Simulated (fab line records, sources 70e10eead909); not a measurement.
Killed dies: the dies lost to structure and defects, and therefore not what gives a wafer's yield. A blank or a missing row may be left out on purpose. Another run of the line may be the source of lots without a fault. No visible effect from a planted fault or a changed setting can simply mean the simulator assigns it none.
Chamber matching | flow nand_harc | NHARC_A_CONTACT_ETCH_75 on rie_diel-08: 4 sister chambers
The step etches the open film in CF4, target depth 39 nm, time 65 s. 8 wafers are shown with their chamber, then 7 later ones without.

== WAFERS WITH THEIR CHAMBER ==
wafer  | chamber | showerhead_plenum_p_Torr (Torr) | drypump_motor_current_A (A)
L076.2 | 1       | 1.71                            | 5.1
L080.5 | 3       | 1.80                            | 5.3
L080.6 | 2       | 1.80                            | 5.9
L082.1 | 3       | 1.80                            | 5.3
L082.2 | 0       | 1.66                            | 6.1
L082.5 | 0       | 1.66                            | 6.1
L096.1 | 2       | 1.80                            | 5.9
L096.2 | 1       | 1.70                            | 5.0

== WAFERS WITHOUT THEIR CHAMBER ==
wafer  | showerhead_plenum_p_Torr (Torr) | drypump_motor_current_A (A)
L096.6 | 1.70                            | 5.0
L096.3 | 1.79                            | 5.3
L096.4 | 1.80                            | 5.9
L096.5 | 1.79                            | 5.3
L093.1 | 1.65                            | 6.1
L093.3 | 1.79                            | 5.3
L093.6 | 1.65                            | 6.1

== EACH ONE'S CHAMBER ==
wafer  | from the rows above | in truth
L096.6 | 1                   | 1
L096.3 | 3                   | 3
L096.4 | 2                   | 2
L096.5 | 3                   | 3
L093.1 | 0                   | 0
L093.3 | 3                   | 3
L093.6 | 0                   | 0
7 of 7 placed correctly. From these rows, 0 cannot be placed. Number placed wrongly: 0.
How it was worked out, from the rows above alone: a wafer's distance from a chamber is the root of the sum, over the readings, of the square of ((its reading less the chamber's mean) divided by the reading's scatter). If the next closest chamber is less than 2 further off than the closest, the wafer can't be placed; otherwise it belongs to the closest. For every chamber, the mean is computed from those of its wafers that are shown. The scatter: take each reading less its chamber's mean, square it, sum over the shown wafers, divide by the number of wafers less the number of chambers, and take the root.
